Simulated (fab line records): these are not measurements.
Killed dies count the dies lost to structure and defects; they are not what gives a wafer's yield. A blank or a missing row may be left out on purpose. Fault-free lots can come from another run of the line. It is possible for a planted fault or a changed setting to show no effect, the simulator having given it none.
Chamber matching ; flow n5_finfet ; N5_BEOL_M4_CO_CAP_55 on cvd_co-01: 3 sister chambers
The step material Co, precursor CCTBA/H2, target thk 2 nm, time 102.1 s. 6 wafers are shown with their chamber, then 11 later ones without.

## WAFERS WITH THEIR CHAMBER
wafer;chamber;heater_power_w (W)
L081.5;1;238
L086.4;1;240
L087.5;0;246
L088.1;0;238
L088.4;2;225
L089.2;2;227

## WAFERS MISSING THEIR CHAMBER
wafer;heater_power_w (W)
L089.3;244
L089.5;227
L090.2;228
L090.3;246
L090.4;242
L091.3;241
L091.4;245
L091.6;219
L092.1;249
L092.2;224
L092.5;228

## WHICH CHAMBER EACH ONE RAN IN
wafer;from the rows above;in truth
L089.3;can't be placed: 0 or 1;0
L089.5;2;2
L090.2;2;2
L090.3;can't be placed: 0 or 1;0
L090.4;can't be placed: 0 or 1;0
L091.3;can't be placed: 0 or 1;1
L091.4;can't be placed: 0 or 1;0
L091.6;2;2
L092.1;can't be placed: 0 or 1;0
L092.2;2;2
L092.5;2;2
Correctly placed: 5 of 11. These rows do not allow placing 6 (true chamber among the candidates in 6). Wrongly placed: 0.
How it was worked out, from the rows above alone: a wafer's distance from a chamber is the root of the sum, over the readings, of the square of ((its reading less the chamber's mean) divided by the reading's scatter). The wafer belongs to the nearest chamber; if the next one is less than 2 further off, it can't be placed. The mean given for a chamber averages the wafers shown for that chamber. How the scatter is found: for the shown wafers, subtract from each reading the mean of its chamber, square and add these, divide the total by (wafers less chambers), then take the root.
